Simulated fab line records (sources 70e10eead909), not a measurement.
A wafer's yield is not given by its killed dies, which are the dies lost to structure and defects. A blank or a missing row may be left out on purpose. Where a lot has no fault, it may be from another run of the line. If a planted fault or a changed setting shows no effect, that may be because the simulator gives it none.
Matching of chambers ; flow nand-harc ; NHARC_P_BONDPAD_STRIP_15 on rie-diel-11 has 4 sister chambers
The step strips in O2. 8 wafers are shown with their chamber, then 9 later ones without.

## EACH WAFER AND ITS CHAMBER
wafer;chamber;drypump-motor-current-A (A);showerhead-plenum-p-Torr (Torr)
L074.1;0;6.1;3.59
L080.6;0;6.1;3.58
L085.4;3;5.5;3.60
L086.1;1;5.9;3.58
L086.4;3;5.5;3.59
L087.1;1;5.8;3.58
L087.2;2;5.4;3.69
L087.4;2;5.3;3.69

## WAFERS WITH NO CHAMBER GIVEN
wafer;drypump-motor-current-A (A);showerhead-plenum-p-Torr (Torr)
L093.3;5.4;3.68
L093.5;6.1;3.57
L093.6;5.9;3.57
L094.1;5.5;3.59
L094.2;5.4;3.68
L094.6;5.4;3.68
L096.1;6.1;3.57
L096.2;5.5;3.58
L096.4;5.9;3.57

## WHICH CHAMBER EACH WENT THROUGH
wafer;from the rows above;in truth
L093.3;2;2
L093.5;0;0
L093.6;1;1
L094.1;3;3
L094.2;2;2
L094.6;2;2
L096.1;0;0
L096.2;3;3
L096.4;1;1
Correctly placed: 9 of 9. Left unplaced by these rows: 0. Wrongly placed: 0.
How it was worked out, from the rows above alone: a wafer's distance from a chamber is the root of the sum, over the readings, of the square of ((its reading less the chamber's mean) divided by the reading's scatter). The wafer belongs to the nearest chamber; if the next one is less than 2 further off, it can't be placed. For every chamber, the mean is computed from those of its wafers that are shown. The scatter: take each reading less its chamber's mean, square it, sum over the shown wafers, divide by the number of wafers less the number of chambers, and take the root.
